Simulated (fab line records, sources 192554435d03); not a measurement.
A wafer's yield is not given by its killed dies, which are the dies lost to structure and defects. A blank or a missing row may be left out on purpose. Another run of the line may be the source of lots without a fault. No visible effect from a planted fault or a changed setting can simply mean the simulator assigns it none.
Matching of chambers :: flow n5Finfet :: 4 sister chambers for N5_SD_EPI_P_SD_RECESS_17 on rieSi-05
The step chemistry HBr/Cl2/O2, target depth 39.1 nm, bt time 3 s. 4 wafers are shown with their chamber, then 7 later ones without.

EACH WAFER AND ITS CHAMBER
wafer: L362.6
chamber: 3
drypumpMotorCurrentA (A): 5.74

wafer: L363.2
chamber: 0
drypumpMotorCurrentA (A): 6.02

wafer: L364.3
chamber: 2
drypumpMotorCurrentA (A): 5.69

wafer: L364.5
chamber: 1
drypumpMotorCurrentA (A): 5.70

WAFERS WHOSE CHAMBER IS MISSING
wafer: L364.6
drypumpMotorCurrentA (A): 5.67

wafer: L365.2
drypumpMotorCurrentA (A): 5.69

wafer: L365.4
drypumpMotorCurrentA (A): 5.67

wafer: L365.5
drypumpMotorCurrentA (A): 5.79

wafer: L379.4
drypumpMotorCurrentA (A): 5.66

wafer: L379.5
drypumpMotorCurrentA (A): 5.65

wafer: L379.6
drypumpMotorCurrentA (A): 5.77

EACH ONE'S CHAMBER
wafer: L364.6
from the rows above: can't be placed: 2 or 1 or 3
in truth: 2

wafer: L365.2
from the rows above: can't be placed: 2 or 1 or 3
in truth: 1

wafer: L365.4
from the rows above: can't be placed: 2 or 1 or 3
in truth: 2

wafer: L365.5
from the rows above: can't be placed: 3 or 1 or 2
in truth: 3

wafer: L379.4
from the rows above: can't be placed: 2 or 1 or 3
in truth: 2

wafer: L379.5
from the rows above: can't be placed: 2 or 1 or 3
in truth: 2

wafer: L379.6
from the rows above: can't be placed: 3 or 1 or 2
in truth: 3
Placed correctly: 0 of 7. These rows do not allow placing 7 (true chamber among the candidates in 7). Placed wrongly: 0.
How it was worked out, from the rows above alone: a wafer's distance from a chamber is the root of the sum, over the readings, of the square of ((its reading less the chamber's mean) divided by the reading's scatter). If the next closest chamber is less than 2 further off than the closest, the wafer can't be placed; otherwise it belongs to the closest. A chamber's mean is the mean of its shown wafers. The scatter (one wafer shown for each chamber): square how far every hidden wafer sits from the nearest shown wafer, average those squares and take the square root.
